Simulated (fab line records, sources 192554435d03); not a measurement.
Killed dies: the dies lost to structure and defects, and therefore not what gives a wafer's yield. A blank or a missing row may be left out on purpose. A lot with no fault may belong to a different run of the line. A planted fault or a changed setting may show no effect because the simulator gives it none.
Matching of chambers | flow n5-finfet | 4 sister chambers for N5_BEOL_M1_ETCHBACK_99 on rie-diel-06
The step etches SiO2 in CHF3, target depth 5 nm, time 10.4 s. 4 wafers are shown with their chamber, then 8 later ones without.

## WAFERS WITH THEIR CHAMBER
wafer  | chamber | throttle-valve-pct (%)
L076.6 | 0       | 17.26
L080.2 | 1       | 16.66
L080.4 | 3       | 16.97
L081.3 | 2       | 17.13

## WAFERS MISSING THEIR CHAMBER
wafer  | throttle-valve-pct (%)
L081.5 | 16.66
L081.6 | 17.26
L085.2 | 17.14
L085.3 | 17.00
L085.4 | 16.67
L096.1 | 17.28
L096.2 | 17.02
L096.5 | 17.03

## WHICH CHAMBER EACH ONE RAN IN
wafer  | from the rows above     | in truth
L081.5 | 1                       | 1
L081.6 | 0                       | 0
L085.2 | 2                       | 2
L085.3 | 3                       | 3
L085.4 | 1                       | 1
L096.1 | 0                       | 0
L096.2 | can't be placed: 3 or 2 | 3
L096.5 | can't be placed: 3 or 2 | 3
Correct placement for 6 of the 8. Can't be placed from these rows: 2 (the true chamber is among the candidates in 2). Number placed wrongly: 0.
How it was worked out, from the rows above alone: a wafer's distance from a chamber is the root of the sum, over the readings, of the square of ((its reading less the chamber's mean) divided by the reading's scatter). If the next closest chamber is less than 2 further off than the closest, the wafer can't be placed; otherwise it belongs to the closest. Each chamber's mean is taken over the wafers shown for it. The scatter: with one shown wafer a chamber, the root of the mean of the squares of how far each hidden wafer lies from its nearest shown one.
